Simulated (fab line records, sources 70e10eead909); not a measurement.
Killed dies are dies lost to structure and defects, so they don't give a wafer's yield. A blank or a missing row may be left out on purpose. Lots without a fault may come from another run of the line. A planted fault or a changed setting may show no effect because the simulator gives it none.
Chamber matching | flow nand_harc | NHARC_A_WL_FILL_ALD_10 on ald_hk-04: 4 sister chambers
The step deposits SiO2, target thk 50 nm, pulse time 10 s, ald cycles 500. 4 wafers are shown with their chamber, then 12 later ones without.

WAFERS WITH THEIR CHAMBER
wafer  | chamber | heater_power_w (W)
L083.1 | 2       | 527
L086.1 | 0       | 344
L086.2 | 1       | 468
L086.4 | 3       | 572

WAFERS WITHOUT THEIR CHAMBER
wafer  | heater_power_w (W)
L085.1 | 346
L085.3 | 570
L085.6 | 523
L091.4 | 523
L091.3 | 579
L091.2 | 338
L091.1 | 474
L091.5 | 530
L091.6 | 564
L096.4 | 581
L096.3 | 516
L096.5 | 570

WHICH CHAMBER EACH WENT THROUGH
wafer  | from the rows above | in truth
L085.1 | 0                   | 0
L085.3 | 3                   | 3
L085.6 | 2                   | 2
L091.4 | 2                   | 2
L091.3 | 3                   | 3
L091.2 | 0                   | 0
L091.1 | 1                   | 1
L091.5 | 2                   | 2
L091.6 | 3                   | 3
L096.4 | 3                   | 3
L096.3 | 2                   | 2
L096.5 | 3                   | 3
Placed correctly: 12 of 12. Can't be placed from these rows: 0. Placed wrongly: 0.
How it was worked out, from the rows above alone: a wafer's distance from a chamber is the root of the sum, over the readings, of the square of ((its reading less the chamber's mean) divided by the reading's scatter). The wafer belongs to the nearest chamber; if the next one is less than 2 further off, it can't be placed. A chamber's mean is the mean of its shown wafers. The scatter: with one shown wafer a chamber, the root of the mean of the squares of how far each hidden wafer lies from its nearest shown one.
